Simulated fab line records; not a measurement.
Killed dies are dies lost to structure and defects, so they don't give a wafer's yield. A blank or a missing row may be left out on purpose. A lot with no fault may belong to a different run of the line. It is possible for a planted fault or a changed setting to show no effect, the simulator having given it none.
fab line records	flow n5-finfet
record lots=5	wafers=14	last-day=17
route steps=1938 shown SD_EPI_N@276 SD_EPI_P@295 SD_ACTIVATION@332 BEOL_M4@1111
lots that met no fault: from a run of the same line without faults
start-h: the number of hours between the record's first day and the start of the first shown wafer of the lot	wait-h: how many hours have passed since the lot's step before this one	" the same as in the row above	L1.1+2: one row covering several wafers at once	- either no value or no given start	* or withheld: withheld	< > ~ a bound
route shown NAME@n: NAME is a module with steps in the file, n the number in the route of the first one	usual: average and standard deviation across the fault-free wafers	same: alike in all rows	chamber/n: place in a boat	sites: the reading at each site	_std_site: how widely they spread, as a standard deviation	_edge_site: outer sites' mean less inner sites'	radius-mm: how far each site lies from the wafer's centre	mask NAME#n: copy n	behind: the last tool/chamber to shape the wafer	hold: why the lot was held/for how many hours/how that ended	device: the n, p or np transistor that did not switch	end of line: tests of these same wafers at the route's end	a step given without rows: its recipe and nothing more	killed: dies that structure and defects cost at the first sort, which is not the same as the wafer's yield	map: shows each die of a wafer: x if killed, . if not, _ if none is there
set.NAME: the setting that was run; set.NAME@STEP: the one run at that earlier step	model.NAME: the simulator's own value behind a step, which no gauge read
lots seen at some steps along the route; tables by step, rows by wafer
services: the hour from which a tool's chamber was out of use, counted from the record's first day as start-h (under 0 if before that day), plus the number of hours and why
## steps
# step N5_SD_EPI_N_STRIP_36
# recipe chemistry=N2/H2	temp-c=40	n2-flow-sccm=200	h2-flow-sccm=200	rf-frequency-hz=6e+07
# step N5_SD_EPI_N_ETCHBACK_44
# recipe chemistry=CH3F/O2	mode=anisotropic-etchback	target=SiNx	target-depth-a=145	stop-on=SiO2	over-etch-frac=0.3	ion-energy-ev=120	pressure-mtorr=30	source-w=395	bias-w=73	Ar_flow_sccm=150	CH3F_flow_sccm=30	O2_flow_sccm=20
# step N5_SD_EPI_N_ETCH_45
# recipe chemistry=CH3F/O2	target=SiOCN	target-depth-a=60	mask-material=SOC	ion-energy-ev=60	bias-w=29	pressure-mtorr=15	source-w=410	Ar_flow_sccm=150	CH3F_flow_sccm=30	O2_flow_sccm=20
# step N5_SD_EPI_N_ETCH_16
# recipe chemistry=CHF3/O2	target=SiO2	target-depth-a=50	mask-material=SOC	pressure-mtorr=30	source-w=650	bias-w=170	Ar_flow_sccm=200	CHF3_flow_sccm=50	O2_flow_sccm=5	ion-energy-ev=200
# usual O2_flow_sccm=5.001/0.015	drypump-motor-current-A=5.6/0.32	oes-product-au=0.78/0.073	rf-vpp-V=523/10	showerhead-plenum-p-Torr=2.45/0.059	throttle-valve-pct=19.0/0.31
lot.wafer	tool	chamber	start-h	wait-h	O2_flow_sccm	drypump-motor-current-A	oes-product-au	rf-hours-counter-h	rf-vpp-V	showerhead-plenum-p-Torr	throttle-valve-pct
L523.1	rie-diel-06	0	57.13	0.1	5.007	5.9	0.89	32	513	2.35	18.6
L523.3	"	3	"	"	4.999	5.1	0.74	138	498	2.53	19.3
L523.6	"	0	"	"	4.998	5.9	0.89	-	512	2.35	18.6
L526.3	rie-diel-03	0	74.26	0.1	5.014	5.3	0.71	211	526	2.50	19.4
L526.5	"	2	"	"	4.987	6.3	0.74	-	527	2.39	18.9
L526.6	"	3	"	"	5.011	5.1	0.77	-	520	2.42	18.9
L534.4	rie-diel-01	0	120.76	0.1	5.016	5.7	0.88	37	526	2.55	18.5
L534.6	"	1	"	"	5.007	5.5	0.78	-	526	2.50	19.0
L542.1	rie-diel-06	0	175.63	0.1	5.011	5.9	0.82	74	514	2.33	18.6
L542.2	"	2	"	"	5.004	5.5	0.83	78	534	2.43	18.9
L542.3	"	1	"	"	5.005	5.6	0.71	227	512	2.46	19.3
L543.2	rie-diel-03	3	184.00	0.1	4.988	5.1	0.74	164	518	2.41	18.9
L543.4	"	0	"	"	4.991	5.3	0.68	247	525	2.49	19.5
L543.5	"	2	"	"	4.986	6.3	0.71	-	527	2.38	18.9
# step N5_SD_EPI_N_STRIP_47
# recipe chemistry=CHF3/O2	resist=SiARC	rf-frequency-hz=6e+07
# step N5_SD_EPI_N_SD_RECESS_17
# recipe chemistry=HBr/Cl2/O2	target-depth-a=410	mask-material=SOC	time-s=23.7	bt-time-s=3	pressure-mtorr=10	icp-w=800	bias-w=112	HBr_flow_sccm=150	Cl2_flow_sccm=80	O2_flow_sccm=12
# usual O2_flow_sccm=12.00/0.032	drypump-motor-current-A=5.5/0.45	mfc-cl2-sccm=80.03/0.23	oes-product-au=1.007/0.014	throttle-valve-pct=37.27/0.28
lot.wafer	tool	chamber	start-h	wait-h	O2_flow_sccm	drypump-motor-current-A	mfc-cl2-sccm	oes-product-au	rf-hours-counter-h	throttle-valve-pct
L523.1	rie-si-05	0	57.20	0.0	11.95	6.0	79.64	1.009	116	37.26
L523.3	"	3	"	"	12.02	5.2	80.27	1.012	100	37.02
L523.6	"	3	"	"	12.02	5.2	80.06	1.014	-	37.02
L526.3	rie-si-02	2	74.33	0.0	12.04	5.8	79.85	1.017	41	37.12
L526.5	"	0	"	"	12.03	4.8	79.75	1.010	-	37.14
L526.6	"	1	"	"	12.06	5.6	79.54	0.997	-	37.13
L534.4	rie-si-02	1	120.83	0.0	11.99	5.6	79.94	0.992	75	37.13
L534.6	"	3	"	"	11.97	5.4	79.86	1.012	-	37.58
L542.1	rie-si-05	2	175.70	0.0	11.97	5.8	79.98	0.996	116	37.38
L542.2	"	0	"	"	12.05	5.9	79.93	1.008	119	37.24
L542.3	"	1	"	"	12.01	4.7	79.83	1.002	73	37.47
L543.2	rie-si-03	2	184.07	0.0	11.99	5.8	79.85	1.015	10	37.23
L543.4	"	1	"	"	11.96	5.1	79.95	1.021	-	36.76
L543.5	"	2	"	"	12.01	5.8	80.06	1.007	-	37.23
# step N5_SD_EPI_N_STRIP_38
# recipe chemistry=N2/H2	power-w=1000	temp-c=250	h2-frac=0.65	overash-fraction=0.3	pressure-mtorr=withheld	n2-flow-sccm=1750	h2-flow-sccm=3250
# usual drypump-motor-current-A=5.74/0.14	heater-power-w=360/21	oes-product-au=0.760/0.011
lot.wafer	tool	chamber	start-h	wait-h	drypump-motor-current-A	heater-power-w	oes-product-au	rf-hours-counter-h
L523.1	plasma-asher-02	0	57.29	0.1	5.82	366	0.762	84
L523.3	"	0	"	"	5.86	354	0.761	-
L523.6	"	0	"	"	5.84	362	0.761	-
L526.3	plasma-asher-01	1	74.44	0.1	5.63	329	0.766	-
L526.5	"	1	"	"	5.65	334	0.762	-
L526.6	"	0	"	"	5.89	391	0.762	-
L534.4	plasma-asher-01	0	121.10	0.2	5.89	399	0.769	-
L534.6	"	1	"	"	5.62	336	0.765	-
L542.1	plasma-asher-01	1	175.80	0.1	5.66	346	0.764	56
L542.2	"	0	"	"	5.88	379	0.752	56
L542.3	"	1	"	"	5.68	329	0.752	-
L543.2	plasma-asher-01	1	184.17	0.1	5.65	339	0.769	58
L543.4	"	1	"	"	5.64	325	0.767	-
L543.5	"	1	"	"	5.63	332	0.755	-
# step N5_SD_EPI_N_WET_ETCH_43
# recipe chemistry=dHF	dilution=withheld	time-s=14	target=SiO2	target-depth-a=15	temp-c=25
# step N5_SD_EPI_N_STRIP_18
# recipe chemistry=SPM	time-s=750	temp-c=130	h2so4-h2o2-vol-ratio=4
# step N5_SD_EPI_N_SRD_20
# recipe dry=ipa-marangoni	do-ppb=5	time-s=30	temp-c=23	rinse-liquid=diw
# step N5_SD_EPI_N_PRECLEAN_48
# recipe chemistry=NF3:NH3	afs-cycles=2	temp-c=30	time-s=20	sublimation-temp-c=180	sublimation-time-s=60	pressure-torr=3	rf-power-w=30
# step N5_SD_EPI_N_VAPOR_ETCH_50
# recipe chemistry=HCl	target=Si	temp-c=775	time-s=54	pressure-torr=20	mode=isotropic
# step N5_SD_EPI_N_EPI_21
# recipe material=Si:P	dopant=P	temp-c=680	pressure-torr=255	time-s=690
# usual epi-growth-time-s=690/0
lot.wafer	tool	chamber	start-h	wait-h	epi-growth-time-s	model.Si-P_of_SD_EPI_N_EPI_21.thk-nm
L523.1	epi-rpcvd-03	0	58.36	0.2	690	59
L523.3	"	0	"	"	690	58.6
L523.6	"	0	60.23	1.9	690	59.4
L526.3	epi-rpcvd-04	0	75.87	0.7	690	59.2
L526.5	"	0	"	"	690	58.8
L526.6	"	0	"	"	690	59
L534.4	epi-rpcvd-03	0	122.82	0.9	539.64	49
L534.6	"	0	"	"	690	58.6
L542.1	epi-rpcvd-04	0	176.87	0.2	690	58
L542.2	"	0	"	"	690	59
L542.3	"	0	"	"	690	58.2
L543.2	epi-rpcvd-04	0	185.52	0.4	690	59.6
L543.4	"	0	"	"	690	59.2
L543.5	"	0	"	"	690	58.8
# step N5_SD_EPI_N_EPI_MEAS_23
# recipe mode=xrd
# usual thk-nm=58.9/1.2
lot.wafer	tool	chamber	start-h	wait-h	thk-nm
L523.1	film-metro-01	-	60.64	1.9	58.5
L523.3	"	-	"	"	59.1
L523.6	"	-	"	"	59.8
L526.3	film-metro-02	-	77.04	0.9	57.4
L526.5	"	-	"	"	59.1
L526.6	"	-	"	"	59.5
L534.4	film-metro-01	-	123.70	0.6	50.6
L534.6	"	-	"	"	57.6
L542.1	film-metro-01	-	179.15	1.9	56.0
L542.2	"	-	"	"	60.8
L542.3	"	-	"	"	55.7
L543.2	film-metro-01	-	186.96	1.2	60.1
L543.4	"	-	"	"	59.9
L543.5	"	-	"	"	58.0
# step N5_SD_EPI_N_PRECLEAN_24
# recipe chemistry=O3/DIW	time-s=60	temp-c=22	o3-ppm=10
# step N5_SD_EPI_N_SRD_25
# recipe time-s=30	temp-c=23	rinse-liquid=diw	dry=ipa-marangoni
# step N5_SD_EPI_N_PRECLEAN_49
# recipe chemistry=NF3:NH3	afs-cycles=1	temp-c=30	time-s=20	sublimation-temp-c=180	sublimation-time-s=60	pressure-torr=3	rf-power-w=30
# step N5_SD_EPI_N_LINER_46
# recipe material=SiNx	target-thk-a=30	temp-c=400	ald-precursor-family=SiH2I2	ald-co-reactant=N2/H2-plasma	pressure-torr=2
# step N5_SD_EPI_N_INSPECT_26
# recipe inspect-instrument=darkfield	mode=post-epi
# usual raw-defect-count=214/38
lot.wafer	tool	chamber	start-h	wait-h	raw-defect-count
L523.1	defect-inspect-01	-	61.19	0.1	168
L523.3	"	-	"	"	204
L523.6	"	-	"	"	215
L526.3	defect-inspect-01	-	77.59	0.1	234
L526.5	"	-	"	"	221
L526.6	"	-	"	"	244
L534.4	defect-inspect-02	-	124.70	0.1	317
L534.6	"	-	"	"	277
L542.1	defect-inspect-01	-	180.25	0.1	191
L542.2	"	-	"	"	184
L542.3	"	-	"	"	204
L543.2	defect-inspect-01	-	187.85	0.1	221
L543.4	"	-	"	"	185
L543.5	"	-	"	"	151
# step N5_SD_EPI_P_COAT_34
# recipe resist=SOC	temp-c=250	time-s=60	spin-rpm=1500	resist-thk-nm=350
# step N5_SD_EPI_P_COAT_35
# recipe resist=SiARC	temp-c=220	time-s=60	spin-rpm=1500	resist-thk-nm=35
# step N5_SD_EPI_P_COAT_03
# recipe resist=CAR-ArF-block	spin-rpm=1500	resist-thk-nm=150
# step N5_SD_EPI_P_EBR_05
# recipe solvent=PGMEA	ebr-width-mm=1.5
# step N5_SD_EPI_P_SOFTBAKE_04
# recipe temp-c=110	time-s=60	resist=CAR-ArF-block
# step N5_SD_EPI_P_EXPOSE_06
# recipe mask-id=SD_P_BLK	na=1.35	source-shape=conventional	sigma-outer=0.8	polarization=unpolarized	target-cd-nm=240	dose-mj=39.5
# step N5_SD_EPI_P_PEB_07
# recipe peb-temp-c=110	peb-time-s=60	resist=CAR-ArF-block
# step N5_SD_EPI_P_DEVELOP_08
# recipe develop-time-s=30	developer=TMAH	resist=CAR-ArF-block	dev-temp-c=23	rinse-liquid=diw	dry=air-spin
# step N5_SD_EPI_P_CD_MEAS_09
# recipe target-cd-nm=240	landing-energy-ev=500	detector=se-inlens
# usual cd-nm=240.1/0.91
# same landing-energy-ev=500
lot.wafer	tool	chamber	start-h	wait-h	cd-nm
L523.1	cd-sem-03	0	61.59	-	241.1
L523.3	"	0	"	"	242.3
L523.6	"	0	"	"	240.9
L526.3	cd-sem-03	0	77.86	-	240.1
L526.5	"	0	"	"	241.1
L526.6	"	0	"	"	241.6
L534.4	cd-sem-03	0	125.10	-	240.8
L534.6	"	0	"	"	241.1
L542.1	cd-sem-01	0	180.53	-	239.3
L542.2	"	0	"	"	239.8
L542.3	"	0	"	"	239.1
L543.2	cd-sem-02	0	188.25	-	241.3
L543.4	"	0	"	"	240.7
L543.5	"	0	"	"	239.2
# step N5_SD_EPI_P_OVL_MEAS_10
# recipe points-per-wafer=44
# usual SD_P_BLK_OVL=0.1/0.66
lot.wafer	tool	chamber	start-h	wait-h	SD_P_BLK_OVL[nm]
L523.1	overlay-01	0	61.62	0.0	-0.1
L523.3	"	0	"	"	0.5
L523.6	"	0	"	"	-0.7
L526.3	overlay-01	0	77.89	0.0	0.2
L526.5	"	0	"	"	-0.3
L526.6	"	0	"	"	-1.1
L534.4	overlay-01	0	125.13	0.0	0.0
L534.6	"	0	"	"	-0.5
L542.1	overlay-02	0	180.56	0.0	-0.8
L542.2	"	0	"	"	0.4
L542.3	"	0	"	"	0.5
L543.2	overlay-01	0	188.28	0.0	0.2
L543.4	"	0	"	"	0.2
L543.5	"	0	"	"	1.1
# step N5_SD_EPI_P_INSPECT_11
# recipe mode=adi	inspect-instrument=macro
# usual raw-defect-count=2.2/1.5
lot.wafer	tool	chamber	start-h	wait-h	raw-defect-count
L523.1	defect-inspect-02	-	61.64	0.0	1
L523.3	"	-	"	"	2
L523.6	"	-	"	"	2
L526.3	defect-inspect-02	-	77.92	0.0	5
L526.5	"	-	"	"	1
L526.6	"	-	"	"	1
L534.4	defect-inspect-01	-	125.15	0.0	1
L534.6	"	-	"	"	3
L542.1	defect-inspect-01	-	180.58	0.0	1
L542.2	"	-	"	"	2
L542.3	"	-	"	"	4
L543.2	defect-inspect-01	-	188.30	0.0	0
L543.4	"	-	"	"	2
L543.5	"	-	"	"	2
# step N5_SD_EPI_P_DESCUM_14
# recipe chemistry=O2	time-s=7.9	source-power-w=50	bias-power-w=20	pressure-mtorr=20	rf-frequency-hz=2.712e+07	temp-c=40	resist=CAR-ArF-block	o2-flow-sccm=225
# step N5_SD_EPI_P_ETCH_36
# recipe chemistry=CF4	target=SiARC	target-depth-a=455	mask-material=CAR-ArF-block	time-s=75.8	ion-energy-ev=80	pressure-mtorr=40	source-w=545	bias-w=36	Ar_flow_sccm=100	cf4-flow-sccm=100	ends=cleared
# step N5_SD_EPI_P_ETCH_37
# recipe chemistry=N2/H2	target=SOC	overetch-a=1080	mask-material=SiARC	temp-c=40	ion-energy-ev=100	source-w=3000	bias-w=133	pressure-mtorr=20	time-s=486	n2-flow-sccm=200	h2-flow-sccm=200	ends=end-point
# step N5_SD_EPI_P_STRIP_38
# recipe chemistry=N2/H2	temp-c=40	n2-flow-sccm=200	h2-flow-sccm=200	rf-frequency-hz=6e+07
# step N5_SD_EPI_P_ETCHBACK_46
# recipe chemistry=CH3F/O2	mode=anisotropic-etchback	target=SiNx	target-depth-a=175	stop-on=SiO2	over-etch-frac=0.3	ion-energy-ev=120	pressure-mtorr=30	source-w=395	bias-w=73	Ar_flow_sccm=150	CH3F_flow_sccm=30	O2_flow_sccm=20
# step N5_SD_EPI_P_ETCH_47
# recipe chemistry=CH3F/O2	target=SiOCN	target-depth-a=250	mask-material=SOC	ion-energy-ev=60	bias-w=29	pressure-mtorr=30	source-w=410	Ar_flow_sccm=150	CH3F_flow_sccm=30	O2_flow_sccm=20
# step N5_SD_EPI_P_ETCH_16
# recipe chemistry=CHF3/O2	target=SiO2	target-depth-a=50	mask-material=SOC	pressure-mtorr=30	source-w=650	bias-w=170	Ar_flow_sccm=200	CHF3_flow_sccm=50	O2_flow_sccm=5	ion-energy-ev=200
# usual O2_flow_sccm=5.001/0.016	drypump-motor-current-A=5.4/0.39	oes-product-au=0.76/0.067	rf-vpp-V=531/12	showerhead-plenum-p-Torr=2.44/0.075	throttle-valve-pct=19.03/0.2
lot.wafer	tool	chamber	start-h	wait-h	O2_flow_sccm	drypump-motor-current-A	oes-product-au	rf-hours-counter-h	rf-vpp-V	showerhead-plenum-p-Torr	throttle-valve-pct
L523.1	rie-diel-05	2	62.29	0.1	4.996	5.6	0.78	116	502	2.31	18.98
L523.3	"	3	"	"	4.991	5.4	0.78	136	527	2.34	18.92
L523.6	"	0	"	"	4.985	5.0	0.69	-	538	2.49	19.44
L526.3	rie-diel-05	2	78.56	0.1	4.969	5.6	0.76	122	500	2.31	19.00
L526.5	"	1	"	"	5.019	6.2	0.84	-	529	2.44	18.90
L526.6	"	2	"	"	4.975	5.7	0.77	-	503	2.31	19.01
L534.4	rie-diel-05	1	125.80	0.1	4.999	6.2	0.83	66	528	2.43	18.91
L534.6	"	1	"	"	4.995	6.2	0.83	-	528	2.43	18.91
L542.1	rie-diel-04	0	181.39	0.1	5.002	5.4	0.73	191	541	2.50	18.76
L542.2	"	2	"	"	5.000	5.0	0.93	7	538	2.48	19.03
L542.3	"	1	"	"	5.011	5.0	0.74	146	535	2.51	18.95
L543.2	rie-diel-05	1	188.95	0.1	5.008	6.2	0.81	85	529	2.43	18.94
L543.4	"	3	"	"	4.975	5.4	0.74	-	526	2.33	19.00
L543.5	"	1	"	"	5.016	6.2	0.81	-	529	2.43	18.95
# step N5_SD_EPI_P_STRIP_50
# recipe chemistry=CHF3/O2	resist=SiARC	rf-frequency-hz=6e+07
# step N5_SD_EPI_P_SD_RECESS_17
# recipe chemistry=HBr/Cl2/O2	target-depth-a=391	bt-time-s=3	pressure-mtorr=10	icp-w=800	bias-w=112	HBr_flow_sccm=150	Cl2_flow_sccm=80	O2_flow_sccm=12
# step N5_SD_EPI_P_WET_ETCH_45
# recipe chemistry=dHF	dilution=withheld	time-s=10.7	target=SiO2	target-depth-a=20	temp-c=25	dry=ipa-marangoni	rinse-time-s=30	rinse-temp-c=23
# step N5_SD_EPI_P_STRIP_40
# recipe chemistry=N2/H2	power-w=1000	temp-c=250	h2-frac=0.65	overash-fraction=0.3	pressure-mtorr=withheld	n2-flow-sccm=1750	h2-flow-sccm=3250
# usual drypump-motor-current-A=5.74/0.14	heater-power-w=358/18	oes-product-au=0.762/0.012
lot.wafer	tool	chamber	start-h	wait-h	drypump-motor-current-A	heater-power-w	oes-product-au	rf-hours-counter-h
L523.1	plasma-asher-01	0	62.51	0.0	5.93	390	0.753	31
L523.3	"	1	"	"	5.65	336	0.773	-
L523.6	"	1	"	"	5.65	333	0.756	-
L526.3	plasma-asher-01	1	78.80	0.0	5.62	328	0.765	-
L526.5	"	1	"	"	5.63	329	0.758	-
L526.6	"	0	"	"	5.90	386	0.756	-
L534.4	plasma-asher-01	0	126.04	0.0	5.94	386	0.769	-
L534.6	"	1	"	"	5.63	331	0.774	-
L542.1	plasma-asher-01	0	181.61	0.0	5.88	387	0.779	57
L542.2	"	1	"	"	5.64	336	0.753	57
L542.3	"	0	"	"	5.90	385	0.741	-
L543.2	plasma-asher-02	0	189.16	0.0	5.87	359	0.751	107
L543.4	"	1	"	"	5.59	361	0.761	-
L543.5	"	0	"	"	5.86	355	0.752	-
# step N5_SD_EPI_P_PRECLEAN_52
# recipe chemistry=O3/DIW	time-s=60	temp-c=22	o3-ppm=10
# step N5_SD_EPI_P_PRECLEAN_24
# recipe chemistry=O3/DIW	time-s=45	temp-c=22	o3-ppm=10
lot.wafer	tool	chamber	start-h	wait-h	model.Si-P_of_SD_EPI_N_EPI_21.thk-nm
L523.1	wet-bench-03	6	65.33	0.0	58.2
L523.3	"	0	"	"	57.8
L523.6	"	7	"	"	58.6
L526.3	wet-bench-03	2	81.61	0.0	58.4
L526.5	"	6	"	"	58
L526.6	"	4	"	"	58.2
L534.4	wet-bench-05	5	128.83	0.0	48.4
L534.6	"	2	"	"	57.8
L542.1	wet-bench-03	6	184.43	0.0	57.2
L542.2	"	0	"	"	58.2
L542.3	"	1	"	"	57.4
L543.2	wet-bench-02	3	191.99	0.0	58.8
L543.4	"	5	"	"	58.4
L543.5	"	2	"	"	58
# step N5_SD_ACTIVATION_RS_MEAS_03
# recipe thk-meas-gauge=four-point-probe
# usual RS_SD_N=22.0/0.3	RS_SD_P=56.1/0.75
lot.wafer	tool	chamber	start-h	wait-h	RS_SD_N[ohm/sq]	RS_SD_P[ohm/sq]
L523.1	film-metro-02	-	65.85	0.2	21.9	56.8
L523.3	"	-	"	"	22.0	57.0
L523.6	"	-	"	"	21.7	56.2
L526.3	film-metro-02	-	82.26	0.2	21.9	57.0
L526.5	"	-	"	"	22.1	57.5
L526.6	"	-	"	"	21.8	57.0
L534.4	film-metro-02	-	129.82	0.1	26.1	55.0
L534.6	"	-	"	"	21.9	54.4
L542.1	film-metro-02	-	184.94	0.2	22.4	57.0
L542.2	"	-	"	"	21.9	57.6
L542.3	"	-	"	"	22.2	56.9
L543.2	film-metro-02	-	192.51	0.2	21.7	55.8
L543.4	"	-	"	"	21.8	55.6
L543.5	"	-	"	"	21.8	56.6
# step N5_BEOL_M4_RC_MEAS_101
# usual DIBL_N=36.1/1.6	DIBL_P=35.7/1.8	IOFF_N=0.159/0.027	IOFF_P=0.21/0.03	ION_N=673/10	ION_P=462/7.4	RS_SD_N=28.5/0.35	SS_N=71.4/0.56	SS_P=73.2/0.61	VT_N=249.7/3	VT_P=-250/3.1
lot.wafer	tool	chamber	start-h	wait-h	DIBL_N[mV/V]	DIBL_P[mV/V]	IOFF_N[nA/um]	IOFF_P[nA/um]	ION_N[uA/um]	ION_P[uA/um]	RS_SD_N[ohm/sq]	SS_N[mV/dec]	SS_P[mV/dec]	VT_N[mV]	VT_P[mV]
L523.1	prober-01	0	171.41	0.0	35.4	35.8	0.155	0.19	679	457	28.1	71.6	72.7	247.8	-255
L523.3	"	0	"	"	37.1	38.0	0.183	0.22	674	452	28.6	72.1	73.0	251.5	-253
L523.6	"	0	"	"	35.0	35.7	0.154	0.19	667	451	28.4	71.9	73.1	246.3	-254
L526.3	prober-02	0	185.47	0.3	37.4	35.6	0.154	0.18	667	455	28.1	71.5	73.2	253.0	-254
L526.5	"	0	"	"	37.4	37.2	0.157	0.20	667	458	28.4	71.6	73.3	250.0	-252
L526.6	"	0	"	"	37.6	36.5	0.149	0.18	656	445	28.2	71.7	73.3	252.7	-254
L534.4	prober-01	0	237.87	0.5	38.1	37.7	0.177	0.25	663	459	34.3	71.7	74.1	250.6	-246
L534.6	"	0	"	"	39.2	39.0	0.219	0.27	674	466	28.5	71.7	74.4	243.8	-246
L542.1	prober-01	0	304.67	0.0	34.5	34.4	0.130	0.18	676	463	28.9	70.3	73.3	251.6	-252
L542.2	"	0	"	"	36.7	37.2	0.165	0.21	676	458	28.5	71.2	72.8	249.1	-252
L542.3	"	0	"	"	34.7	34.5	0.119	0.17	648	443	28.8	71.1	72.5	251.2	-254
L543.2	prober-01	0	309.41	0.2	33.5	33.4	0.125	0.17	674	463	28.2	71.4	72.5	253.5	-253
L543.4	"	0	"	"	36.8	37.8	0.185	0.24	687	469	28.3	71.3	73.4	248.2	-248
L543.5	"	0	"	"	33.9	33.7	0.131	0.17	674	459	28.4	71.1	72.3	248.2	-253
## services
tool	chamber	start-h	hours	kind
rie-si-05	3	35.56	8.3	repair
rie-diel-04	-	38.56	2.8	pm
plasma-asher-01	-	42.82	2.1	repair
epi-rpcvd-04	-	42.98	2.8	pm
rie-diel-04	-	54.55	14.6	pm
rie-si-03	3	58.52	6.6	repair
rie-diel-05	0	66.63	1.9	repair
rie-si-02	3	67.78	4.5	repair
rie-diel-01	2	87.98	4.9	repair
rie-diel-04	-	95.90	0.4	repair
rie-si-02	1	100.25	3.1	repair
rie-diel-01	3	105.08	9.1	repair
rie-diel-01	0	113.19	5.2	repair
rie-diel-06	2	113.32	8.0	repair
plasma-asher-02	-	120.05	2.5	pm
rie-diel-05	2	128.71	1.6	repair
rie-diel-05	-	139.60	0.4	repair
rie-diel-06	2	144.85	12.2	repair
plasma-asher-02	-	146.20	4.0	pm
epi-rpcvd-04	-	161.48	6.0	pm
rie-si-02	3	166.33	30.2	repair
rie-diel-03	0	170.10	5.9	repair
epi-rpcvd-03	-	170.81	6.0	pm
rie-si-03	3	178.93	7.2	repair
## key
first-sign step=N5_SD_EPI_N_EPI_21	reading=epi-growth-time-s	direction=down	sigmas=99+	usual=*	struck=*
effect step=N5_SD_EPI_N_EPI_MEAS_23	reading=thk-nm	direction=down	sigmas=6.7	usual=*	struck=*
effect step=N5_SD_ACTIVATION_RS_MEAS_03	reading=RS_SD_N	direction=up	sigmas=14	usual=22.0	struck=26.1
effect step=N5_BEOL_M4_RC_MEAS_101	reading=RS_SD_N	direction=up	sigmas=16	usual=28.5	struck=34.3
model-effect step=N5_SD_EPI_N_EPI_21	value=Si-P_of_SD_EPI_N_EPI_21.thk-nm	without=58.2	struck=49
model-effect step=N5_SD_EPI_P_PRECLEAN_24	value=Si-P_of_SD_EPI_N_EPI_21.thk-nm	without=57.4	struck=48.4
met-at N5_SD_EPI_N_EPI_21
struck-wafers L534.4
onset-between 58.36 122.82
fault kind=process-parameter-drift	tool=epi-rpcvd-03	chamber=-	onset-h=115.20	steps=N5_SD_EPI_N_EPI_21	channel=epi-growth-time-s	offset=*	shape=step	end-h=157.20	scope=struck-wafers-only	stated=*
